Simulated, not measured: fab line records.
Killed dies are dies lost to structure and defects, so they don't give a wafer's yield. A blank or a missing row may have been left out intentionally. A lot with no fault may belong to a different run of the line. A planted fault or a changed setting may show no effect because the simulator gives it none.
A lot that was struck, set against a sound lot || flow n5-finfet || 14 steps out of a route of 1938
Sound: wafers L816.1, L816.2, L816.4. Wafers struck: L829.1, L829.2, L829.6. The cause is named last.
Per side, at each step with rows, come the tool, then ch with its chambers, and then its first start. Under that, the readings that differ: sound wafers || struck wafers || difference of the means || sigmas: that difference in standard deviations of wafers without a fault.
alike: words and numbers the same on both sides, and readings whose means are apart by under 2 such deviations; not compared: readings that were withheld, readings missing a value for some wafer, numbers with overlapping values and no deviation given by the record, and bounds like >300 which may hide the same value.
A row with sigmas, a row that says differs or no value, or rows on one side alone: a step with any of these is where the two part. Numbers that don't overlap but have no deviation are shown without sigmas and don't part them. Lack of a reading on every wafer of one side parts them only where that side has two or more wafers.

N5_BEOL_M4_STRIP_66: strips in CF4.
  sound on rie-diel-02 ch 0,1,3, day 7 11:23; struck on rie-diel-05 ch 0,3, day 10 20:43
  alike: drypump-motor-current-A, oes-product-au, rf-vpp-V, showerhead-plenum-p-Torr, throttle-valve-pct
  not compared: rf-hours-counter-h
N5_BEOL_M4_HM_OPEN_17: chemistry Cl2/BCl3, target TiN, target depth 20 nm, overetch 6 nm.
  sound on rie-metal-03 ch 0,1, day 7 11:25; struck on rie-metal-02 ch 0,1, day 10 20:45
  alike: drypump-motor-current-A, mfc-cl2-sccm, oes-product-au, throttle-valve-pct
  not compared: rf-hours-counter-h
N5_BEOL_M4_STRIP_19: strips in O2.
  sound on rie-diel-05 ch 0,1,2, day 7 11:35; struck on rie-diel-06 ch 0,2, day 10 20:53
  alike: drypump-motor-current-A, oes-product-au, rf-vpp-V, showerhead-plenum-p-Torr, throttle-valve-pct
  not compared: rf-hours-counter-h
N5_BEOL_M4_CD_MEAS_18: pitch 36 nm, target cd 18 nm.
  sound on cd-sem-02 at day 7 11:39; struck on cd-sem-01 at day 10 20:58
  alike: cd-nm
then, 8 steps without rows for these wafers: N5_BEOL_M4_COAT_67 (time 60 s, resist thk 60 nm); N5_BEOL_M4_COAT_68 (time 60 s, resist thk 12 nm); N5_BEOL_M4_COAT_76 (time 60 s, resist thk 5 nm); N5_BEOL_M4_COAT_22 (resist thk 30 nm); N5_BEOL_M4_EBR_24; N5_BEOL_M4_SOFTBAKE_23 (time 60 s); N5_BEOL_M4_EXPOSE_25 (exposes mask V3, defocus 5 nm); N5_BEOL_M4_PEB_26 (peb time 60 s).
N5_BEOL_M4_DEVELOP_27: develop time 30 s.
  sound on litho-track-01 ch 0, day 7 12:02; struck on litho-track-01, day 10 21:21
  no value came back on the struck wafers for chill-plate-temp-C (C), develop-time-s (s); on the sound wafers chill-plate-temp-C (C) reads 23.12 23.14 22.92
{"reading": "model.CAR-EUV_of_BEOL_M4_COAT_22.thk-nm (nm)", "sound": "29.6 29.6 29.6", "struck": "29.8 29.8 29.8", "difference": "+0.2", "sigmas": ""}
N5_BEOL_M4_CD_MEAS_28: target cd 26.2 nm, target cd y 24.1 nm.
  sound on cd-sem-02 ch 0, day 7 12:06; struck on cd-sem-01 ch 0, day 10 21:24
{"reading": "cd-nm (nm)", "sound": "26.08 26.23 26.01", "struck": "- - -", "difference": "no value on the struck wafers", "sigmas": ""}

## WHERE THEY PART
At N5_BEOL_M4_DEVELOP_27 first; at N5_BEOL_M4_CD_MEAS_28 last (within this record only).

WHY: what the simulator had put in
Skipped step whole: litho-track-01, from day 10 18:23 on, at N5_BEOL_M4_DEVELOP_27. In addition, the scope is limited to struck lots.
